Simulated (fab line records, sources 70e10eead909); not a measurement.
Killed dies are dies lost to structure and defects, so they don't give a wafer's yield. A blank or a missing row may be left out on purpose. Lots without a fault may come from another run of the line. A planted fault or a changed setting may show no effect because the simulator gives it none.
fab line records | flow nand_harc
record lots=6 wafers=16 last_day=33
route steps=1302 shown A_STAIRCASE@761 END@1302
lots that met no fault: from a run of the same line without faults
start_h: hours from the record's first day to the start of the lot's first wafer shown | wait_h: hours since the lot's step before | " the same as in the row above | L1.1+2: a row that stands for several wafers | - no value, or no start given | * or withheld: withheld | < > ~ a bound
route shown NAME@n: a module of which the file shows steps, and the number in the route of the first | usual: mean/standard deviation of fault-free wafers | same: alike in all rows | chamber/n: place in a boat | sites: the reading at each site | _std_site: their standard deviation | _edge_site: outer sites' mean less inner sites' | radius_mm: how far each site lies from the wafer's centre | mask NAME#n: copy n | behind: the tool/chamber that last shaped the wafer | hold: why the lot was held/for how many hours/how that ended | device: the transistor (n, p or np) that didn't switch | end of line: the same wafers' tests at the end of the route | a step without rows: its recipe alone | killed: dies lost to structure and defects at the first sort, not the wafer's yield | map: a wafer's dies, x killed, . not, _ none there
set.NAME: the setting as run; set.NAME@STEP: as run at that earlier step | model.NAME: the simulator's own value behind a step, which no gauge read
lots at some steps of the route; a table a step, a row a wafer
services: from which hour (start_h, from the record's first day; less than 0 if before it) a tool's chamber was out of use, for how many hours, and why
## steps
# step NHARC_A_STAIRCASE_EXPOSE_247
# recipe na=0.5 dose_mj=25.34 mask_id=SDS_1
# step NHARC_A_STAIRCASE_PEB_248
# recipe peb_temp_c=115 peb_time_s=130
# step NHARC_A_STAIRCASE_DEVELOP_249
# recipe time_s=140
# step NHARC_A_STAIRCASE_HARDBAKE_251
# recipe temp_c=120 time_s=140
# step NHARC_A_STAIRCASE_DESCUM_252
# recipe time_s=3 o2_flow_sccm=200 ar_flow_sccm=0 bias_power_w=0 chemistry=O2
# usual drypump_motor_current_A=5.6/0.47 oes_product_au=0.999/0.011 rf_vpp_V=57.8/0.83 showerhead_plenum_p_Torr=1.92/0.067 throttle_valve_pct=11.310/0.0092
# columns lot.wafer tool chamber start_h wait_h drypump_motor_current_A oes_product_au rf_hours_counter_h rf_vpp_V showerhead_plenum_p_Torr throttle_valve_pct
L278.2 rie_diel-03 0 363.08 - 5.3 1.018 14 58.0 1.87 11.310
L278.1 " 1 " " 6.1 1.012 26 57.1 1.89 11.306
L278.5 " 2 " " 4.8 0.991 - 57.8 1.87 11.304
L287.3 rie_diel-09 1 447.60 - 5.7 1.000 38 58.8 1.89 11.323
L287.1 " 3 " " 6.6 1.006 45 56.8 1.91 11.315
L287.5 " 2 " " 5.5 0.982 - 57.9 1.95 11.318
L288.4 rie_diel-08 1 470.34 - 5.5 1.006 28 58.0 2.03 11.301
L289.2 rie_diel-08 3 470.74 - 5.0 1.014 33 56.9 1.94 11.314
L289.1 " 2 " " 5.7 0.987 32 57.7 1.81 11.311
L289.5 " 0 " " 5.6 0.993 - 57.9 1.94 11.318
L298.3 rie_diel-03 3 562.11 - 5.7 1.015 34 58.2 2.05 11.300
L298.1 " 0 " " 5.3 1.027 29 57.1 1.85 11.310
L298.4 " 1 " " 6.2 0.995 37 56.6 1.87 11.292
L300.2 rie_diel-09 0 585.43 - 5.8 1.001 26 56.5 1.86 11.308
L300.1 " 1 " " 5.7 0.994 29 58.0 1.88 11.319
L300.3 " 3 " " 6.6 0.990 29 58.4 1.90 11.297
# step NHARC_A_STAIRCASE_ETCH_253
# recipe target_depth_a=500 time_s=20.2 ion_energy_ev=400 c4f8_flow_sccm=20 o2_flow_sccm=10 ar_flow_sccm=withheld rf_w=600 bias_w=1000 chemistry=C4F8/O2
# usual bias_w=1000.3/2.8 oes_product_au=0.959/0.017 rf_fwd_power_W=589/3.6 rf_vpp_V=896/4.1
# columns lot.wafer tool chamber start_h wait_h bias_w oes_product_au rf_fwd_power_W rf_hours_counter_h rf_vpp_V
L278.2 rie_diel-03 0 363.15 0.1 998.0 0.998 591 14 893
L278.1 " 2 " " 997.4 0.966 594 24 894
L278.5 " 1 " " 1001.2 0.980 592 - 895
L287.3 rie_diel-09 3 447.69 0.1 996.8 0.982 589 45 896
L287.1 " 0 " " 995.9 0.951 590 37 894
L287.5 " 2 " " 1000.3 0.948 585 - 899
L288.4 rie_diel-08 3 470.41 0.1 1002.8 0.972 585 33 897
L289.1 rie_diel-08 1 470.83 0.1 999.2 0.969 592 28 904
L289.2 " 3 " " 995.9 0.966 582 33 897
L289.5 " 1 " " 999.3 0.965 589 - 903
L298.1 rie_diel-03 1 562.19 0.1 1005.2 0.954 596 37 891
L298.4 " 2 " " 998.5 0.948 599 36 892
L298.3 " 3 " " 996.9 0.965 591 34 904
L300.2 rie_diel-09 0 585.52 0.1 998.9 0.956 590 26 893
L300.3 " 1 " " 1000.4 0.952 594 29 894
L300.1 " 3 " " 1001.5 0.962 584 29 896
# step NHARC_A_STAIRCASE_STRIP_254
# recipe power_w=1500 temp_c=250 chemistry=O2
# step NHARC_A_STAIRCASE_STRIP_255
# recipe time_s=900 temp_c=130 chemistry=SPM
# step NHARC_A_STAIRCASE_PRECLEAN_256
# recipe time_s=* temp_c=50 bath_age_min=0 chemistry=SC1
# step NHARC_A_STAIRCASE_SRD_257
# step NHARC_A_STAIRCASE_HM_DEP_456
# recipe target_thk_a=31000 temp_c=400 material=aC
# step NHARC_A_STAIRCASE_DEP_259
# recipe target_thk_a=300 target_thk_nm=30 temp_c=400 pressure_torr=3.5 flow_sccm=200 rf_w=350 material=SiON
# usual heater_power_w=730/75 rf_fwd_power_W=348.5/1.1
# columns lot.wafer tool chamber start_h wait_h heater_power_w rf_fwd_power_W
L278.2 pecvd-01 2 368.92 1.3 674 348.0
L278.1 " 0 " " 755 347.8
L278.5 " 2 " " 663 348.6
L287.1 pecvd-01 2 450.88 2.0 699 349.2
L287.3 " 1 " " 721 347.8
L287.5 " 0 " " 810 348.8
L288.4 pecvd-01 0 473.27 0.7 897 346.8
L289.2 pecvd-01 0 473.57 1.2 867 348.2
L289.1 " 2 " " 732 348.0
L289.5 " 1 " " 704 350.0
L298.3 pecvd-04 1 564.96 0.9 761 349.7
L298.1 " 0 " " 699 349.0
L298.4 " 2 " " 639 347.0
L300.1 pecvd-03 2 591.30 1.5 740 348.7
L300.3 " 0 " " 803 348.8
L300.2 " 1 " " 609 349.1
# step NHARC_A_STAIRCASE_DEHYDRATE_260
# recipe temp_c=150 time_s=120
# step NHARC_A_STAIRCASE_HMDS_261
# recipe time_s=30
# step NHARC_A_STAIRCASE_COAT_262
# recipe spin_rpm=1200
# step NHARC_A_STAIRCASE_SOFTBAKE_263
# recipe temp_c=135 time_s=170
# step NHARC_A_STAIRCASE_EBR_264
# step NHARC_A_STAIRCASE_EXPOSE_265
# recipe na=0.5 dose_mj=25.01 mask_id=CHOP_200
# step NHARC_A_STAIRCASE_PEB_266
# recipe peb_temp_c=115 peb_time_s=130
# step NHARC_A_STAIRCASE_DEVELOP_267
# recipe time_s=140
# step NHARC_A_STAIRCASE_HARDBAKE_269
# recipe temp_c=120 time_s=140
# step NHARC_A_STAIRCASE_DESCUM_270
# recipe time_s=3 o2_flow_sccm=200 ar_flow_sccm=0 bias_power_w=0 chemistry=O2
# step NHARC_A_STAIRCASE_ETCH_271
# recipe cf4_flow_sccm=100 chf3_flow_sccm=30 ar_flow_sccm=0 rf_w=500 bias_w=200 chemistry=CF4/CHF3
# step NHARC_A_STAIRCASE_HM_OPEN_457
# recipe o2_flow_sccm=400 cos_flow_sccm=20 ar_flow_sccm=0 rf_w=500 bias_w=300 chemistry=O2/COS
# step NHARC_A_STAIRCASE_STRIP_458
# recipe o2_flow_sccm=400 cos_flow_sccm=20 ar_flow_sccm=0 bias_w=0 chemistry=O2/COS
# step NHARC_A_STAIRCASE_ETCH_451
# recipe target_depth_a=300 overetch_a=30 time_s=16.5 ion_energy_ev=100 cf4_flow_sccm=80 o2_flow_sccm=20 ar_flow_sccm=0 rf_w=300 bias_w=100 chemistry=CF4/O2
# usual bias_w=100.0/0.3 drypump_motor_current_A=5.6/0.43 oes_product_au=1.002/0.012 rf_fwd_power_W=294.5/1.6 rf_vpp_V=197.8/1.2 showerhead_plenum_p_Torr=1.34/0.05 throttle_valve_pct=13.397/0.0081
# columns lot.wafer tool chamber start_h wait_h bias_w drypump_motor_current_A oes_product_au rf_fwd_power_W rf_hours_counter_h rf_vpp_V showerhead_plenum_p_Torr throttle_valve_pct
L278.1 rie_diel-03 3 - - 100.1 5.6 0.989 294.1 25 199.4 1.44 13.393
L278.2 " 0 " " 100.2 5.3 1.016 295.0 15 197.7 1.30 13.384
L278.5 " 2 " " 99.5 4.8 1.006 297.7 - 197.3 1.31 13.408
L287.1 rie_diel-03 3 - - 99.5 5.7 1.011 293.6 55 201.0 1.43 13.383
L287.3 " 1 " " 99.4 6.1 1.009 296.5 56 197.5 1.31 13.398
L287.5 " 3 " " 99.2 5.7 1.015 293.8 - 199.7 1.43 13.397
L288.4 rie_diel-03 0 - - 99.9 5.3 1.024 294.8 1 194.4 1.30 13.404
L289.2 rie_diel-09 3 - - 99.9 6.6 0.988 292.3 52 198.2 1.33 13.384
L289.1 " 0 " " 99.7 5.7 0.985 295.6 47 196.7 1.31 13.381
L289.5 " 2 " " 99.9 5.5 0.967 292.2 - 199.9 1.36 13.411
L298.4 rie_diel-03 2 - - 100.5 4.8 0.993 296.4 37 197.7 1.30 13.387
L298.1 " 3 " " 99.8 5.6 1.016 294.2 35 199.3 1.43 13.397
L298.3 " 1 " " 100.1 6.1 0.988 296.9 37 198.7 1.30 13.402
L300.3 rie_diel-08 0 - - 100.1 5.6 1.001 292.3 11 197.5 1.35 13.393
L300.2 " 2 " " 100.7 5.7 0.996 294.6 14 195.3 1.26 13.395
L300.1 " 3 " " 100.7 5.0 1.003 292.2 13 197.7 1.35 13.389
# step NHARC_A_STAIRCASE_ETCH_273
# recipe target_depth_a=1.02e+05 time_s=2468.6 ion_energy_ev=800 c4f8_flow_sccm=80 o2_flow_sccm=60 ar_flow_sccm=withheld rf_w=600 bias_w=3000 chemistry=C4F8/O2/Ar
# step NHARC_A_STAIRCASE_STRIP_274
# recipe o2_flow_sccm=500 ar_flow_sccm=0 bias_w=0 chemistry=O2
# usual drypump_motor_current_A=5.6/0.44 oes_product_au=1.002/0.012 rf_vpp_V=57.8/0.9 showerhead_plenum_p_Torr=3.53/0.12 throttle_valve_pct=17.036/0.0097
# same bias_w=0
# columns lot.wafer tool chamber start_h wait_h drypump_motor_current_A oes_product_au rf_hours_counter_h rf_vpp_V showerhead_plenum_p_Torr throttle_valve_pct
L278.2 rie_diel-03 3 - - 5.7 0.994 27 57.8 3.79 17.039
L278.1 " 1 " " 6.1 0.989 28 58.1 3.49 17.019
L278.5 " 2 " " 4.8 0.998 - 58.3 3.46 17.051
L287.1 rie_diel-03 1 - - 6.1 1.001 57 57.4 3.47 17.046
L287.3 " 3 " " 5.7 1.011 56 60.2 3.78 17.028
L287.5 " 1 " " 6.1 1.008 - 56.7 3.47 17.044
L289.1 rie_diel-09 2 - - 5.5 0.973 55 56.0 3.59 17.030
L289.2 " 0 " " 5.7 0.976 49 56.5 3.46 17.037
L289.5 " 3 " " 6.6 0.987 - 58.4 3.52 17.049
L288.4 rie_diel-03 0 - - 5.3 1.008 5 57.9 3.43 17.043
L298.1 rie_diel-03 1 - - 6.1 1.005 39 56.5 3.45 17.045
L298.3 " 2 " " 4.8 1.000 38 56.2 3.43 17.024
L298.4 " 3 " " 5.7 1.013 36 57.0 3.75 17.054
L300.2 rie_diel-08 0 - - 5.6 1.002 12 56.6 3.55 17.020
L300.3 " 1 " " 5.6 0.997 13 58.4 3.71 17.052
L300.1 " 2 " " 5.8 0.988 16 57.0 3.33 17.028
# step NHARC_A_STAIRCASE_STRIP_275
# recipe time_s=900 temp_c=130 chemistry=SPM
# step NHARC_A_STAIRCASE_PRECLEAN_276
# recipe time_s=* temp_c=50 bath_age_min=0 chemistry=SC1
# step NHARC_A_STAIRCASE_SRD_277
# step NHARC_A_STAIRCASE_HM_DEP_459
# recipe target_thk_a=15000 temp_c=400 material=aC
# usual throttle_valve_pct=35.000/0.0091
# columns lot.wafer tool chamber start_h wait_h hold throttle_valve_pct
L278.1 acl_dep-03 0 373.21 0.1 - 34.995
L278.2 " 0 " " - 35.006
L278.5 " 0 " " - 35.008
L287.1 acl_dep-03 0 454.87 0.1 - 35.001
L287.3 " 0 " " - 34.999
L287.5 " 0 " " - 34.997
L289.1 acl_dep-02 0 480.27 2.6 await_dispo/2.5h/release 34.996
L289.2 " 0 " " await_dispo/2.5h/release 34.992
L289.5 " 0 " " await_dispo/2.5h/release 34.984
L288.4 acl_dep-02 0 490.81 10.8 await_dispo/8.8h/release 35.004
L298.1 acl_dep-01 0 571.78 2.4 - 34.995
L298.3 " 0 " " - 35.019
L298.4 " 0 " " - 35.008
L300.1 acl_dep-03 0 595.33 0.1 - 35.013
L300.2 " 0 " " - 35.005
L300.3 " 0 " " - 35.009
# step NHARC_END_SORT_01
# recipe temp_c=25
# usual killed_at_array=49/18 killed_at_other=0.7/1.1 killed_at_periphery=4.0/2.6 killed_dies=54/19 killed_open=3.4/1.7 killed_short=2.5/1.7
# same gross_dies=677
# columns lot.wafer tool chamber start_h wait_h hold killed_at_array killed_at_other killed_at_periphery killed_dies killed_open killed_short
L278.1 prober-01 0 559.36 2.5 - 64 0 2 66 3 6
L278.2 prober-01 0 560.16 2.8 - 51 0 5 56 5 4
L278.5 prober-01 0 562.57 3.7 - 66 2 5 73 1 1
L287.1 prober-01 0 645.40 2.5 - 35 1 4 40 6 1
L287.3 prober-01 0 647.01 3.1 - 29 1 6 36 2 4
L287.5 prober-01 0 648.61 3.7 - 35 1 4 40 3 5
L289.1 prober-01 0 658.65 2.5 await_dispo/3.9h/release 65 0 1 66 2 3
L289.2 prober-01 0 659.46 2.8 await_dispo/3.9h/release 674 0 3 677 4 6
L289.5 prober-01 0 661.86 3.7 await_dispo/3.9h/release 73 0 2 75 2 1
L288.4 prober-02 0 687.43 3.3 await_dispo/3.2h/release 673 2 2 677 6 4
# killed by level:class
L278.1 A_CHANNEL_HOLE_D1:chamber_film_flake=30 A_SLIT:chamber_film_flake=16 A_CONTACT:chamber_film_flake=5 A_SGD_CUT:chamber_film_flake=3 A_CHANNEL_FILL_D2:geometric_particle:short=2 A_WL_FILL:geometric_particle:short=2 P_GATE:geometric_particle:open=1 A_CHANNEL_HOLE_D1:geometric_particle:open=1
L278.2 A_SLIT:chamber_film_flake=18 A_CHANNEL_HOLE_D1:chamber_film_flake=14 A_CONTACT:chamber_film_flake=7 A_CHANNEL_HOLE_D2:chamber_film_flake=4 A_WL_FILL:geometric_particle:open=3 P_ZERO_WELL:chamber_film_flake=2 P_GATE:geometric_particle:short=1 P_M0:geometric_particle:open=1
L278.5 A_CHANNEL_HOLE_D1:chamber_film_flake=33 A_SLIT:chamber_film_flake=17 A_CONTACT:chamber_film_flake=7 A_CHANNEL_HOLE_D2:chamber_film_flake=5 P_ZERO_WELL:chamber_film_flake=2 P_GATE:chamber_film_flake=2 A_SGD_CUT:chamber_film_flake=2 THIN_TSV:chamber_film_flake=2
L287.1 A_CHANNEL_HOLE_D2:chamber_film_flake=13 A_CHANNEL_HOLE_D1:chamber_film_flake=6 A_CHANNEL_FILL_D2:chamber_film_flake=4 A_ONON_D1:geometric_particle:open=2 A_WL_FILL:geometric_particle:open=2 P_GATE:chamber_film_flake=2 A_CHANNEL_FILL_D1:chamber_film_flake=2 A_STAIRCASE:chamber_film_flake=2
L287.3 A_CHANNEL_HOLE_D2:chamber_film_flake=13 P_GATE:chamber_film_flake=3 A_CHANNEL_HOLE_D1:chamber_film_flake=3 A_STAIRCASE:chamber_film_flake=3 A_CHANNEL_FILL_D2:geometric_particle:short=2 A_CHANNEL_FILL_D2:chamber_film_flake=2 A_CONTACT:chamber_film_flake=2 P_M1:geometric_particle:open=1
L287.5 A_CHANNEL_HOLE_D2:chamber_film_flake=12 A_CONTACT:chamber_film_flake=7 A_STAIRCASE:chamber_film_flake=3 P_BONDPAD:chamber_film_flake=2 A_CHANNEL_HOLE_D1:chamber_film_flake=2 A_WL_FILL:chamber_film_flake=2 P_CONTACT:geometric_particle:open=1 A_ONON_D2:geometric_particle:open=1
L289.1 A_SLIT:chamber_film_flake=28 A_CHANNEL_HOLE_D1:chamber_film_flake=10 A_CHANNEL_HOLE_D2:chamber_film_flake=7 A_STAIRCASE:chamber_film_flake=5 A_M0:chamber_film_flake=3 A_ZERO_WELL:chamber_film_flake=2 A_CHANNEL_FILL_D1:chamber_film_flake=2 A_CHANNEL_FILL_D2:chamber_film_flake=2
L289.2 A_STAIRCASE:area_dep=600 A_CHANNEL_HOLE_D1:chamber_film_flake=25 A_SLIT:chamber_film_flake=21 A_CHANNEL_HOLE_D2:chamber_film_flake=9 A_CHANNEL_FILL_D2:chamber_film_flake=3 A_STAIRCASE:chamber_film_flake=3 A_CONTACT:chamber_film_flake=3 P_CONTACT:geometric_particle:open=1
L289.5 A_CHANNEL_HOLE_D1:chamber_film_flake=28 A_SLIT:chamber_film_flake=20 A_CHANNEL_HOLE_D2:chamber_film_flake=11 A_STAIRCASE:chamber_film_flake=4 A_ZERO_WELL:chamber_film_flake=3 A_M0:chamber_film_flake=2 P_GATE:geometric_particle:open=1 A_ONON_D2:geometric_particle:short=1
L288.4 A_STAIRCASE:area_dep=649 A_CHANNEL_HOLE_D1:chamber_film_flake=8 A_STAIRCASE:chamber_film_flake=4 A_DECK1_JOINT:geometric_particle:short=3 A_CHANNEL_HOLE_D2:unspecified=2 A_CONTACT:chamber_film_flake=2 P_M0:geometric_particle:open=1 P_M1:geometric_particle:open=1
# map L288.4 (x killed, . not)
____________x____________
_________xxxxxxx_________
_______xxxxxxxxxxx_______
______xxxxxxxxxxxxx______
_____xxxxxxxxxxxxxxx_____
____xxxxxxxxxxxxxxxxx____
____xxxxxxxxxxxxxxxxx____
___xxxxxxxxxxxxxxxxxxx___
___xxxxxxxxxxxxxxxxxxx___
__xxxxxxxxxxxxxxxxxxxxx__
__xxxxxxxxxxxxxxxxxxxxx__
_xxxxxxxxxxxxxxxxxxxxxxx_
_xxxxxxxxxxxxxxxxxxxxxxx_
_xxxxxxxxxxxxxxxxxxxxxxx_
_xxxxxxxxxxxxxxxxxxxxxxx_
_xxxxxxxxxxxxxxxxxxxxxxx_
xxxxxxxxxxxxxxxxxxxxxxxxx
xxxxxxxxxxxxxxxxxxxxxxxxx
xxxxxxxxxxxxxxxxxxxxxxxxx
xxxxxxxxxxxxxxxxxxxxxxxxx
xxxxxxxxxxxxxxxxxxxxxxxxx
_xxxxxxxxxxxxxxxxxxxxxxx_
_xxxxxxxxxxxxxxxxxxxxxxx_
_xxxxxxxxxxxxxxxxxxxxxxx_
_xxxxxxxxxxxxxxxxxxxxxxx_
_xxxxxxxxxxxxxxxxxxxxxxx_
__xxxxxxxxxxxxxxxxxxxxx__
__xxxxxxxxxxxxxxxxxxxxx__
___xxxxxxxxxxxxxxxxxxx___
___xxxxxxxxxxxxxxxxxxx___
____xxxxxxxxxxxxxxxxx____
____xxxxxxxxxxxxxxxxx____
_____xxxxxxxxxxxxxxx_____
______xxxxxxxxxxxxx______
_______xxxxxxxxxxx_______
_________xxxxxxx_________
____________x____________
# map L289.2 (x killed, . not)
____________x____________
_________xxxxxxx_________
_______xxxxxxxxxxx_______
______xxxxxxxxxxxxx______
_____xxxxxxxxxxxxxxx_____
____xxxxxxxxxxxxxxxxx____
____xxxxxxxxxxxxxxxxx____
___xxxxxxxxxxxxxxxxxxx___
___xxxxxxxxxxxxxxxxxxx___
__xxxxxxxxxxxxxxxxxxxxx__
__xxxxxxxxxxxxxxxxxxxxx__
_xxxxxxxxxxxxxxxxxxxxxxx_
_xxxxxxxxxxxxxxxxxxxxxxx_
_xxxxxxxxxxxxxxxxxxxxxxx_
_xxxxxxxxxxxxxxxxxxxxxxx_
_xxxxxxxxxxxxxxxxxxxxxxx_
xxxxxxxxxxxxxxxxxxxxxxxxx
xxxxxxxxxxxxxxxxxxxxxxxxx
xxxxxxxxxxxxxxxxxxxxxxxxx
xxxxxxxxxxxxxxxxxxxxxxxxx
xxxxxxxxxxxxxxxxxxxxxxxxx
_xxxxxxxxxxxxxxxxxxxxxxx_
_xxxxxxxxxxxxxxxxxxxxxxx_
_xxxxxxxxxxxxxxxxxxxxxxx_
_xxxxxxxxxxxxxxxxxxxxxxx_
_xxxxxxxxxxxxxxxxxxxxxxx_
__xxxxxxxxxxxxxxxxxxxxx__
__xxxxxxxxxxxxxxxxxxxxx__
___xxxxxxxxxxxxxxxxxxx___
___xxxxxxxxxxxxxxxxxxx___
____xxxxxxxxxxxxxxxxx____
____xxxxxxxxxxxxxxxxx____
_____xxxxxxxxxxxxxxx_____
______xxxxxxxxxxxxx______
_______xxxxxxxxxxx_______
_________xxxxxxx_________
____________x____________
## services
# columns tool chamber start_h hours kind
rie_diel-03 0 339.60 - clean
rie_diel-03 1 339.60 - clean
rie_diel-03 2 339.60 - clean
rie_diel-08 3 349.43 7.0 repair
pecvd-03 - 366.09 13.0 pm
rie_diel-08 - 368.21 9.0 pm
acl_dep-01 - 372.58 13.0 pm
rie_diel-08 0 390.98 3.2 repair
acl_dep-02 - 425.33 13.0 pm
rie_diel-03 2 432.20 15.3 repair
pecvd-04 - 438.16 3.1 repair
rie_diel-08 - 444.42 3.7 repair
pecvd-04 - 450.00 13.0 pm
rie_diel-03 - 458.56 9.0 pm
acl_dep-03 - 485.92 13.0 pm
pecvd-01 - 492.00 13.0 pm
rie_diel-09 - 499.68 9.0 pm
pecvd-01 0 525.36 4.0 repair
rie_diel-08 1 542.38 3.7 repair
rie_diel-08 - 545.21 9.0 pm
pecvd-03 - 547.09 13.0 pm
acl_dep-01 - 553.68 13.0 pm
pecvd-01 - 572.28 1.3 repair
pecvd-01 0 585.93 3.9 repair
## key
first_sign step=NHARC_END_SORT_01 reading=killed_at_array direction=up sigmas=34 usual=49 struck=674
effect step=NHARC_END_SORT_01 reading=killed_dies direction=up sigmas=33 usual=54 struck=677
more_kills_born_at NHARC_A_STAIRCASE_DEP_259@pecvd-01=1249
met_at NHARC_A_STAIRCASE_DEP_259
struck_wafers L288.4,L289.2
later_rows_left_out L288.4,L289.2
tester_left_out L288,L289
onset_between 450.88 473.27
fault kind=process_parameter_drift tool=pecvd-01 chamber=0 onset_h=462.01 steps=NHARC_A_STAIRCASE_DEP_259 channel=flow_sccm offset=* shape=step end_h=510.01 acts_in=* stated=*
# tester_left_out: of these lots the tester's yield and bins aren't shown, on N5 and GAA mostly nor the transistor test; their killed dies are dies lost to structure and defects alone, not to doping, threshold or leakage, so they don't give the yield
# later_rows_left_out: the simulator's readings of these wafers behind a module that went badly wrong aren't trusted and aren't shown, but for the sort
